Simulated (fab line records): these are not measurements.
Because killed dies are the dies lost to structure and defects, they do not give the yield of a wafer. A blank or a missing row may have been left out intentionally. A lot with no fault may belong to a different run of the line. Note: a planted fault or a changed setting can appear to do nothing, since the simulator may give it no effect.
Which tool was responsible?	flow nandHarc	36 wafers from 12 lots sampled at 6 of the route's 1159 steps

== WHAT EACH GAUGE READ, for each wafer ==
NHARC_P_GATE_CD_MEAS_26: the cd target is 120 nm. Usual: 120.2 nm for cdNm, sd 0.61.
lot	measured	on	cdNm (nm)	flag
L229	day 4 15:47	cdSem-03	119.8 119.6 120.3	
L230	day 4 16:03	cdSem-02	119.7 119.6 119.5	
L232	day 5 04:28	cdSem-02	120.0 120.2 119.3	
L231	day 5 04:37	cdSem-02	119.9 120.3 119.9	
L235	day 6 09:11	cdSem-03	120.8 119.8 119.2	
L238	day 6 21:27	cdSem-02	120.7 120.6 120.9	
L243	day 8 00:28	cdSem-03	120.3 120.0 120.1	
L241	day 8 00:55	cdSem-03	119.3 119.7 120.0	
L245	day 8 16:06	cdSem-02	119.4 120.0 120.9	
L246	day 8 22:25	cdSem-03	121.5 120.8 120.4	
L249	day 9 14:48	cdSem-02	120.9 120.8 121.1	
L250	day 10 01:45	cdSem-03	119.9 120.9 120.0	

NHARC_P_GATE_CD_MEAS_59: the cd target is 720 nm. Usual: 719.3 nm for cdNm, sd 2.9.
lot	measured	on	cdNm (nm)	flag
L229	day 5 05:41	cdSem-02	723.5 722.1 725.9	
L230	day 5 06:11	cdSem-03	717.5 720.4 717.6	
L232	day 5 20:31	cdSem-02	703.3 702.7 706.1	OFF
L231	day 5 18:23	cdSem-03	721.9 723.6 719.0	
L235	day 6 23:10	cdSem-02	723.5 722.2 722.4	
L238	day 7 11:35	cdSem-03	715.4 714.2 717.7	
L243	day 8 14:27	cdSem-03	723.1 722.0 720.9	
L241	day 8 20:15	cdSem-02	721.7 720.2 716.9	
L245	day 9 07:43	cdSem-02	725.7 722.4 720.5	
L246	day 9 12:13	cdSem-03	715.6 714.8 715.2	
L249	day 10 04:38	cdSem-02	720.5 718.0 717.9	
L250	day 10 15:47	cdSem-03	721.7 725.4 721.5	

NHARC_END_SORT_01. Usual: killedAtArray 26, standard deviation 8.4; killedAtOther 0.7, standard deviation 0.97; killedAtPeriphery 3.2, standard deviation 2.2; killedDies 30, standard deviation 8.5; killedOpen 3.4, standard deviation 2; killedShort 2, standard deviation 1.3.
lot	measured	on	killedAtArray	killedAtOther	killedAtPeriphery	killedDies	killedOpen	killedShort	flag
L243	day 22 09:05	prober-02	33 32 41	1 4 2	9 3 0	43 39 43	5 1 1	2 1 0	
L246	day 23 14:11	prober-01	26 24 35	1 1 1	1 2 0	28 27 36	5 0 4	2 1 1	

== TOOL THAT RAN EACH LOT (tool first, then ch and the chambers of the sampled wafers, then the start) ==
lot	NHARC_P_GATE_HM_OPEN_105	NHARC_P_GATE_STRIP_108	NHARC_P_GATE_EXPOSE_56
L229	rieDiel-03 ch 0,2,3, day 4 16:48 or earlier	rieDiel-10 ch 0,2,3, day 4 16:48	krfScanner-03 ch 0, day 5 05:32
L230	rieDiel-03 ch 0,2,3, day 4 17:04 or earlier	rieDiel-10 ch 0,2,3, day 4 17:04	krfScanner-02 ch 0, day 5 06:01
L232	rieDiel-10 ch 0,1,3, day 5 05:16 or earlier	rieDiel-11 ch 1,2, day 5 05:16	krfScanner-02 ch 0, day 5 20:22
L231	rieDiel-10 ch 1,2, day 5 05:34 or earlier	rieDiel-11 ch 0,2, day 5 05:34	krfScanner-04 ch 0, day 5 18:14
L235	rieDiel-03 ch 2,3, day 6 10:04 or earlier	rieDiel-11 ch 0,1,2, day 6 10:04	krfScanner-02 ch 0, day 6 23:00
L238	rieDiel-03 ch 0,1, day 6 22:38 or earlier	rieDiel-03 ch 0,2,3, day 6 22:38	krfScanner-02 ch 0, day 7 11:26
L243	rieDiel-11 ch 1,2,3, day 8 01:45 or earlier	rieDiel-11 ch 1,3, day 8 01:45	krfScanner-02 ch 0, day 8 14:17
L241	rieDiel-03 ch 1,2,3, day 8 02:12 or earlier	rieDiel-11 ch 0,2,3, day 8 02:12	krfScanner-04 ch 0, day 8 20:06
L245	rieDiel-03 ch 2,3, day 8 17:22 or earlier	rieDiel-11 ch 2,3, day 8 17:22	krfScanner-03 ch 0, day 9 07:34
L246	rieDiel-10 ch 0,1, day 8 23:16 or earlier	rieDiel-03 ch 0,1,3, day 8 23:16	krfScanner-02 ch 0, day 9 12:04
L249	rieDiel-03 ch 1,2,3, day 9 15:49 or earlier	rieDiel-10 ch 1,2, day 9 15:49	krfScanner-04 ch 0, day 10 04:29
L250	rieDiel-11 ch 0,1,3, day 10 02:38 or earlier	rieDiel-10 ch 0,3, day 10 02:38	krfScanner-04 ch 0, day 10 15:38
- NHARC_P_GATE_HM_OPEN_105: chemistry O2/COS, target depth 360 nm.
- NHARC_P_GATE_STRIP_108: strips in O2.
- NHARC_P_GATE_EXPOSE_56: exposes mask P PSD, target cd 720 nm.

== WHAT THE TOOLS THEMSELVES READ (means of the sampled wafers that have a number; where no wafer has one, the mark that the record gives instead) ==
NHARC_P_GATE_HM_OPEN_105. Usual: drypumpMotorCurrentA 5.6 A, standard deviation 0.33; oesProductAu 1.002 a.u., standard deviation 0.013; rfVppV 467 V, standard deviation 3.9; showerheadPlenumPTorr 3.12 Torr, standard deviation 0.17; throttleValvePct 28.331 %, standard deviation 0.0093.
lot	tool	drypumpMotorCurrentA (A)	oesProductAu (a.u.)	rfVppV (V)	showerheadPlenumPTorr (Torr)	throttleValvePct (%)	flag
L229	rieDiel-03	5.6	0.999	469	3.23	28.322	
L230	rieDiel-03	5.6	1.001	470	3.23	28.328	
L232	rieDiel-10	5.4	1.009	465	3.03	28.326	
L231	rieDiel-10	5.5	1.003	465	3.06	28.329	
L235	rieDiel-03	5.5	0.994	469	3.23	28.334	
L238	rieDiel-03	5.3	1.004	468	3.17	28.332	
L243	rieDiel-11	5.7	0.997	464	2.96	28.324	
L241	rieDiel-03	5.4	1.004	467	3.12	28.334	
L245	rieDiel-03	5.6	0.991	466	3.08	28.334	
L246	rieDiel-10	5.4	1.020	464	2.98	28.330	
L249	rieDiel-03	5.4	0.999	467	3.11	28.332	
L250	rieDiel-11	5.9	0.977	467	3.10	28.333	

NHARC_P_GATE_STRIP_108. Usual: drypumpMotorCurrentA 5.7 A, standard deviation 0.49; oesProductAu 1.003 a.u., standard deviation 0.012; rfVppV 57.6 V, standard deviation 1; showerheadPlenumPTorr 3.46 Torr, standard deviation 0.17; throttleValvePct 17.036 %, standard deviation 0.0085.
lot	tool	drypumpMotorCurrentA (A)	oesProductAu (a.u.)	rfVppV (V)	showerheadPlenumPTorr (Torr)	throttleValvePct (%)	flag
L229	rieDiel-10	5.7	0.998	57.5	3.58	17.028	
L230	rieDiel-10	5.7	1.008	58.5	3.58	17.048	
L232	rieDiel-11	5.9	0.997	56.9	3.35	17.036	
L231	rieDiel-11	6.4	0.996	57.1	3.33	17.036	
L235	rieDiel-11	6.2	0.996	56.5	3.33	17.032	
L238	rieDiel-03	5.6	0.993	58.3	3.64	17.037	
L243	rieDiel-11	5.5	1.004	56.1	3.35	17.028	
L241	rieDiel-11	6.1	1.003	57.8	3.33	17.034	
L245	rieDiel-11	5.6	1.006	56.6	3.36	17.028	
L246	rieDiel-03	5.5	1.005	56.9	3.52	17.036	
L249	rieDiel-10	5.8	1.007	58.4	3.59	17.037	
L250	rieDiel-10	5.5	1.012	58.2	3.48	17.033	

== THE ANSWER, worked out from the rows above alone ==
Rule: a lot counts as off when the mean over its wafers that have a number is more than 3 standard deviations away from the usual mean. A lot without any number at a reading at which 4 lots or more have one is off too. All remaining lots with rows at the step are treated as sound. The gauges are gone through in route order, then the tools' own readings, and for those a lot's mean is taken as printed above. The first step at which some lot is off is used, and at that step the reading that is off furthest; a lot without a number counts as furthest.
Off, at NHARC_P_GATE_CD_MEAS_59 on cdNm: L232.
If a tool, at a process step before that reading, ran all the lots that are off and no sound lot after the first of them, it fits. Those tools and the gauges at NHARC_P_GATE_CD_MEAS_59 are tried in the same way. Because NHARC_P_GATE_HM_OPEN_105 lacks a start for some lots, the hours and order of its lots are taken from NHARC_P_GATE_STRIP_108. Not one of the candidates tried fits.

== WHAT WAS PUT IN BY THE SIMULATOR ==
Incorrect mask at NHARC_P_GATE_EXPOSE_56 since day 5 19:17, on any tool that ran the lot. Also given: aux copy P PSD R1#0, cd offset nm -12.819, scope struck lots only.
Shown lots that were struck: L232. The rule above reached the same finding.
